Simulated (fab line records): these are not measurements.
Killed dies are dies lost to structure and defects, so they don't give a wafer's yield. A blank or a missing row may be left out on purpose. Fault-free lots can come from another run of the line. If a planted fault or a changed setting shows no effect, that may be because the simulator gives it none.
Which of the tools did it? / flow nand_harc / Sampling: 10 lots, 30 wafers, 3 of 1159 route steps

## WHAT THE GAUGES SHOWED, per wafer
NHARC_A_CONTACT_CD_MEAS_53.
lot=L339; measured=day 16 10:02; on=cd_sem-01; cd_nm (nm)=190.0 189.9 190.0
lot=L338; measured=day 16 14:05; on=cd_sem-03; cd_nm (nm)=188.1 187.5 187.9
lot=L340; measured=day 17 06:32; on=cd_sem-02; cd_nm (nm)=190.6 190.4 190.3
lot=L347; measured=day 19 00:45; on=cd_sem-03; cd_nm (nm)=190.5 190.5 190.1
lot=L350; measured=day 19 17:00; on=cd_sem-03; cd_nm (nm)=187.2 187.3 187.1
lot=L355; measured=day 20 05:22; on=cd_sem-03; cd_nm (nm)=190.2 190.2 190.2
lot=L354; measured=day 20 05:53; on=cd_sem-03; cd_nm (nm)=189.7 189.8 189.9
lot=L360; measured=day 21 22:56; on=cd_sem-02; cd_nm (nm)=189.4 189.8 189.8
lot=L358; measured=day 22 08:14; on=cd_sem-01; cd_nm (nm)=188.7 188.8 189.6
lot=L361; measured=day 22 10:09; on=cd_sem-02; cd_nm (nm)=189.3 189.6 189.3

## WHAT TOOL EACH LOT RAN ON (gives the tool, then ch and the chambers of the sampled wafers, and finally the start)
lot=L339; NHARC_A_CONTACT_ETCH_112=har_cap_etch-01 ch 1, day 16 08:13; NHARC_A_CONTACT_ETCH_90=rie_diel-13 ch 0,3, day 16 09:50
lot=L338; NHARC_A_CONTACT_ETCH_112=har_cap_etch-01 ch 0,1, day 16 12:16; NHARC_A_CONTACT_ETCH_90=rie_diel-01 ch 0,1,2, day 16 13:53
lot=L340; NHARC_A_CONTACT_ETCH_112=har_cap_etch-02 ch 0,1, day 17 04:20; NHARC_A_CONTACT_ETCH_90=rie_diel-07 ch 0,1, day 17 06:19
lot=L347; NHARC_A_CONTACT_ETCH_112=har_cap_etch-03 ch 0,1, day 18 22:29; NHARC_A_CONTACT_ETCH_90=rie_diel-07 ch 0,1,3, day 19 00:32
lot=L350; NHARC_A_CONTACT_ETCH_112=har_cap_etch-01 ch 0,1, day 19 15:02; NHARC_A_CONTACT_ETCH_90=rie_diel-01 ch 2,3, day 19 16:41
lot=L355; NHARC_A_CONTACT_ETCH_112=har_cap_etch-02 ch 0,1, day 20 03:32; NHARC_A_CONTACT_ETCH_90=rie_diel-07 ch 1,2,3, day 20 05:08
lot=L354; NHARC_A_CONTACT_ETCH_112=har_cap_etch-01 ch 0,1, day 20 04:04; NHARC_A_CONTACT_ETCH_90=rie_diel-07 ch 1,2, day 20 05:38
lot=L360; NHARC_A_CONTACT_ETCH_112=har_cap_etch-02 ch 0,1, day 21 21:07; NHARC_A_CONTACT_ETCH_90=rie_diel-13 ch 0,2,3, day 21 22:44
lot=L358; NHARC_A_CONTACT_ETCH_112=har_cap_etch-03 ch 0,1, day 22 06:23; NHARC_A_CONTACT_ETCH_90=rie_diel-01 ch 1,2, day 22 07:56
lot=L361; NHARC_A_CONTACT_ETCH_112=har_cap_etch-02 ch 1, day 22 08:17; NHARC_A_CONTACT_ETCH_90=rie_diel-01 ch 0,1,2, day 22 09:54
- NHARC_A_CONTACT_ETCH_112: etches the open film in C4F8/O2/Ar, time 94 s, target depth 922 nm.
- NHARC_A_CONTACT_ETCH_90: etches the open film in CH3F/O2, target depth 40 nm, time 85.7 s.

## THE ANSWER, worked out from the rows above alone
Rule: the usual values come from the lots themselves. The widest of any qualifying gaps counts: lots, ordered by their means at a reading, are off when they make up no more than a third of the lots, leave a main group of 4 or more, and stand apart from it by 3 or more times the standard deviation of that group's means. If all means in a main group match to the digits the tables above print for the reading, that group is not used. A lot without any number at a reading at which 4 lots or more have one is off too. All remaining lots with rows at the step are treated as sound.
None of the lots is off at any reading shown; this tells nothing.

## WHAT THE SIMULATOR PUT IN
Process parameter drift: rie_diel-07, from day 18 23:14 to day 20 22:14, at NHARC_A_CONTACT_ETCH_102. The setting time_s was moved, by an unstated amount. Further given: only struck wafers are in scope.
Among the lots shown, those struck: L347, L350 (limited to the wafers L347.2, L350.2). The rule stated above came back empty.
